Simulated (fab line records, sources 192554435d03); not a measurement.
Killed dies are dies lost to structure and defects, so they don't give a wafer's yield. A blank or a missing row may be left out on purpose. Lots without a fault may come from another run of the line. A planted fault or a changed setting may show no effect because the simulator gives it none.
A struck lot beside a sound one | flow n5_finfet | 24 steps out of a route of 1938
Sound: wafers L821.2, L821.4, L821.6. Struck: wafers L835.1, L835.4, L835.5. The cause comes at the end.
At each step with rows: each side's tool, then ch and its chambers, then its first start. Under that, the readings that differ: sound wafers | struck wafers | difference of the means | sigmas: that difference in standard deviations of wafers without a fault.
alike: readings whose means differ by less than 2 such deviations, and words and numbers that are the same on both sides. not compared: withheld readings, readings that some wafer has no value for, bounds like >300 that may hide the same value, and numbers for which the record gives no deviation and whose values overlap.
The two part at a step that has a row with sigmas, a row that says differs or no value, or rows on one side only. Numbers that don't overlap but have no deviation are shown without sigmas and don't part them. A reading that every wafer of one side lacks parts them only if that side has two wafers or more.

first, 11 steps without rows for these wafers: N5_BEOL_M7_ETCH_62 (etches SOC in N2/H2, target depth 110 nm, overetch 22 nm, time 165 s); N5_BEOL_M7_STRIP_68 (strips in N2/H2); N5_BEOL_M7_STRIP_67 (strips in CF4); N5_BEOL_M7_HM_OPEN_17 (chemistry Cl2/BCl3, target TiN, target depth 20 nm, overetch 6 nm); N5_BEOL_M7_STRIP_19 (strips in O2); N5_BEOL_M7_COAT_63 (time 60 s, resist thk 60 nm); N5_BEOL_M7_COAT_64 (time 60 s, resist thk 12 nm); N5_BEOL_M7_COAT_71 (time 60 s, resist thk 5 nm); N5_BEOL_M7_COAT_22 (resist thk 30 nm); N5_BEOL_M7_EBR_24; N5_BEOL_M7_SOFTBAKE_23 (time 60 s).
N5_BEOL_M7_EXPOSE_25: exposes mask V6, target cd 40 nm.
  sound on euv_scanner-02 ch 0, day 11 05:47; struck on euv_scanner-01 ch 0, day 14 03:10
  reading              | sound             | struck            | difference | sigmas
  exposure_dose_mJ_cm2 | 42.68 42.61 42.62 | 40.17 40.12 40.11 | -2.50      | -17
  alike: mask
then, 2 steps without rows for these wafers: N5_BEOL_M7_PEB_26 (peb time 60 s); N5_BEOL_M7_DEVELOP_27 (develop time 30 s).
N5_BEOL_M7_CD_MEAS_28: target cd 40 nm.
  sound on cd_sem-02 ch 0, day 11 05:55; struck on cd_sem-01 ch 0, day 14 03:19
  reading    | sound             | struck            | difference | sigmas
  cd_nm (nm) | 39.36 40.39 39.98 | 39.49 39.17 38.94 | -0.71      | -3
N5_BEOL_M7_DESCUM_33: chemistry O2, time 7 s.
  sound on rie_diel-03 ch 2,3, day 11 06:02; struck on rie_diel-03 ch 1,2, day 14 03:26
  reading                  | sound    | struck     | difference | sigmas
  model.BEOL_M7.cd_nm (nm) | 40 40 40 | 39 38.8 39 | -1         |
  alike: drypump_motor_current_A, oes_product_au, rf_vpp_V, showerhead_plenum_p_Torr, throttle_valve_pct
  not compared: rf_hours_counter_h
then, 5 steps without rows for these wafers: N5_BEOL_M7_ETCH_72 (etches underlayer in N2/H2, target depth 6.5 nm, time 5.2 s); N5_BEOL_M7_ETCH_65 (etches SiARC in CF4, target depth 15.6 nm, time 26 s); N5_BEOL_M7_ETCH_66 (etches SOC in N2/H2, target depth 80 nm, overetch 16 nm, time 120 s); N5_BEOL_M7_STRIP_69 (strips in N2/H2); N5_BEOL_M7_STRIP_73 (strips in N2/H2).
N5_BEOL_M7_VIA_ETCH_34: etches SiCOH lowk in C4F6/O2, target depth 125.5 nm, time 50.5 s.
  sound on rie_diel-03 ch 2,3, day 11 06:13; struck on rie_diel-03 ch 1,2, day 14 03:37
  reading                  | sound          | struck         | difference | sigmas
  model.BEOL_M7.cd_nm (nm) | 40.2 39.6 40.4 | 39.2 38.6 39.2 | -1.1       |
  alike: drypump_motor_current_A, oes_product_au, rf_vpp_V, showerhead_plenum_p_Torr, throttle_valve_pct
  not compared: rf_hours_counter_h
then, 2 steps without rows for these wafers: N5_BEOL_M7_STRIP_76 (strips in C4F6/O2); N5_PASSIVATION_PROBE_49.

WHERE THEY PART
First at N5_BEOL_M7_EXPOSE_25; last, within this record, at N5_BEOL_M7_CD_MEAS_28. Later steps at which nothing parts them and some readings are alike: N5_BEOL_M7_DESCUM_33, N5_BEOL_M7_VIA_ETCH_34.

WHY: what the simulator had put in
Process parameter drift: euv_scanner-01, from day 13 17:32 on, at N5_BEOL_M7_EXPOSE_25. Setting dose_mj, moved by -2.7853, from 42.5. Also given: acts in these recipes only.
